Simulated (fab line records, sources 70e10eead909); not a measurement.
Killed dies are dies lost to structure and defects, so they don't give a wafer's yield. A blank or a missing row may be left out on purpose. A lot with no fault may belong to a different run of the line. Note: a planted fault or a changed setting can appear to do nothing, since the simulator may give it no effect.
Chamber matching || flow nand-harc || NHARC_A_CHANNEL_FILL_D1_ETCHBACK_19 on rie-si-02: 4 sister chambers
The step etches the open film in HBr/Cl2, target depth 5 nm, time 1.7 s. 20 wafers are shown with their chamber, then 10 later ones without.

## WAFERS WITH THEIR CHAMBER
{"wafer": "L572.2", "chamber": 1, "drypump-motor-current-A (A)": 6.1, "oes-product-au (a.u.)": 0.999, "throttle-valve-pct (%)": 26.400}
{"wafer": "L572.3", "chamber": 2, "drypump-motor-current-A (A)": 5.2, "oes-product-au (a.u.)": 0.998, "throttle-valve-pct (%)": 26.396}
{"wafer": "L572.4", "chamber": 3, "drypump-motor-current-A (A)": 5.1, "oes-product-au (a.u.)": 0.995, "throttle-valve-pct (%)": 26.407}
{"wafer": "L573.1", "chamber": 2, "drypump-motor-current-A (A)": 5.2, "oes-product-au (a.u.)": 0.993, "throttle-valve-pct (%)": 26.395}
{"wafer": "L573.2", "chamber": 1, "drypump-motor-current-A (A)": 6.1, "oes-product-au (a.u.)": 1.009, "throttle-valve-pct (%)": 26.411}
{"wafer": "L573.5", "chamber": 2, "drypump-motor-current-A (A)": 5.2, "oes-product-au (a.u.)": 1.009, "throttle-valve-pct (%)": 26.415}
{"wafer": "L574.2", "chamber": 2, "drypump-motor-current-A (A)": 5.2, "oes-product-au (a.u.)": 1.002, "throttle-valve-pct (%)": 26.409}
{"wafer": "L574.3", "chamber": 0, "drypump-motor-current-A (A)": 5.5, "oes-product-au (a.u.)": 1.013, "throttle-valve-pct (%)": 26.416}
{"wafer": "L574.5", "chamber": 2, "drypump-motor-current-A (A)": 5.2, "oes-product-au (a.u.)": 0.998, "throttle-valve-pct (%)": 26.405}
{"wafer": "L577.1", "chamber": 2, "drypump-motor-current-A (A)": 5.2, "oes-product-au (a.u.)": 1.011, "throttle-valve-pct (%)": 26.400}
{"wafer": "L577.2", "chamber": 3, "drypump-motor-current-A (A)": 5.1, "oes-product-au (a.u.)": 0.998, "throttle-valve-pct (%)": 26.422}
{"wafer": "L577.4", "chamber": 2, "drypump-motor-current-A (A)": 5.2, "oes-product-au (a.u.)": 1.006, "throttle-valve-pct (%)": 26.404}
{"wafer": "L584.4", "chamber": 1, "drypump-motor-current-A (A)": 6.1, "oes-product-au (a.u.)": 0.988, "throttle-valve-pct (%)": 26.409}
{"wafer": "L584.5", "chamber": 1, "drypump-motor-current-A (A)": 6.2, "oes-product-au (a.u.)": 0.993, "throttle-valve-pct (%)": 26.404}
{"wafer": "L584.6", "chamber": 2, "drypump-motor-current-A (A)": 5.2, "oes-product-au (a.u.)": 1.000, "throttle-valve-pct (%)": 26.406}
{"wafer": "L587.2", "chamber": 3, "drypump-motor-current-A (A)": 5.1, "oes-product-au (a.u.)": 1.011, "throttle-valve-pct (%)": 26.393}
{"wafer": "L587.4", "chamber": 0, "drypump-motor-current-A (A)": 5.5, "oes-product-au (a.u.)": 1.007, "throttle-valve-pct (%)": 26.412}
{"wafer": "L587.5", "chamber": 2, "drypump-motor-current-A (A)": 5.2, "oes-product-au (a.u.)": 0.993, "throttle-valve-pct (%)": 26.409}
{"wafer": "L588.1", "chamber": 2, "drypump-motor-current-A (A)": 5.2, "oes-product-au (a.u.)": 1.010, "throttle-valve-pct (%)": 26.405}
{"wafer": "L588.4", "chamber": 1, "drypump-motor-current-A (A)": 6.1, "oes-product-au (a.u.)": 0.994, "throttle-valve-pct (%)": 26.410}

SIGNATURES (means of the wafers above)
{"reading": "drypump-motor-current-A", "chamber 0": 5.500, "chamber 1": 6.120, "chamber 2": 5.200, "chamber 3": 5.100, "scatter within a chamber": 0.0224}
{"reading": "oes-product-au", "chamber 0": 1.01000, "chamber 1": 0.99660, "chamber 2": 1.00200, "chamber 3": 1.00133, "scatter within a chamber": 0.00718}
{"reading": "throttle-valve-pct", "chamber 0": 26.41400, "chamber 1": 26.40680, "chamber 2": 26.40440, "chamber 3": 26.40733, "scatter within a chamber": 0.0073}
Rule: distance of a wafer from a chamber = root of the sum over the readings of ((wafer's reading minus chamber's mean) / reading's scatter) squared. The wafer belongs to the nearest chamber; if the next one is less than 2 further off, it can't be placed. The scatter: take each reading less its chamber's mean, square it, sum over the shown wafers, divide by the number of wafers less the number of chambers, and take the root.

## WAFERS WHOSE CHAMBER IS MISSING
{"wafer": "L588.5", "drypump-motor-current-A (A)": 6.1, "oes-product-au (a.u.)": 0.993, "throttle-valve-pct (%)": 26.392}
{"wafer": "L589.1", "drypump-motor-current-A (A)": 5.1, "oes-product-au (a.u.)": 1.005, "throttle-valve-pct (%)": 26.404}
{"wafer": "L589.3", "drypump-motor-current-A (A)": 6.1, "oes-product-au (a.u.)": 0.997, "throttle-valve-pct (%)": 26.412}
{"wafer": "L589.5", "drypump-motor-current-A (A)": 6.2, "oes-product-au (a.u.)": 0.996, "throttle-valve-pct (%)": 26.395}
{"wafer": "L592.2", "drypump-motor-current-A (A)": 6.2, "oes-product-au (a.u.)": 1.001, "throttle-valve-pct (%)": 26.417}
{"wafer": "L592.3", "drypump-motor-current-A (A)": 5.5, "oes-product-au (a.u.)": 1.001, "throttle-valve-pct (%)": 26.406}
{"wafer": "L592.4", "drypump-motor-current-A (A)": 5.1, "oes-product-au (a.u.)": 1.009, "throttle-valve-pct (%)": 26.412}
{"wafer": "L594.1", "drypump-motor-current-A (A)": 5.5, "oes-product-au (a.u.)": 1.004, "throttle-valve-pct (%)": 26.409}
{"wafer": "L594.3", "drypump-motor-current-A (A)": 5.1, "oes-product-au (a.u.)": 1.014, "throttle-valve-pct (%)": 26.406}
{"wafer": "L594.6", "drypump-motor-current-A (A)": 5.2, "oes-product-au (a.u.)": 1.000, "throttle-valve-pct (%)": 26.415}

## WHICH CHAMBER EACH ONE RAN IN
{"wafer": "L588.5", "from the rows above": 1, "in truth": 1}
{"wafer": "L589.1", "from the rows above": 3, "in truth": 3}
{"wafer": "L589.3", "from the rows above": 1, "in truth": 1}
{"wafer": "L589.5", "from the rows above": 1, "in truth": 1}
{"wafer": "L592.2", "from the rows above": 1, "in truth": 1}
{"wafer": "L592.3", "from the rows above": 0, "in truth": 0}
{"wafer": "L592.4", "from the rows above": 3, "in truth": 3}
{"wafer": "L594.1", "from the rows above": 0, "in truth": 0}
{"wafer": "L594.3", "from the rows above": 3, "in truth": 3}
{"wafer": "L594.6", "from the rows above": 2, "in truth": 2}
Correct placement for 10 of the 10. From these rows, 0 cannot be placed. Placed wrongly: 0.
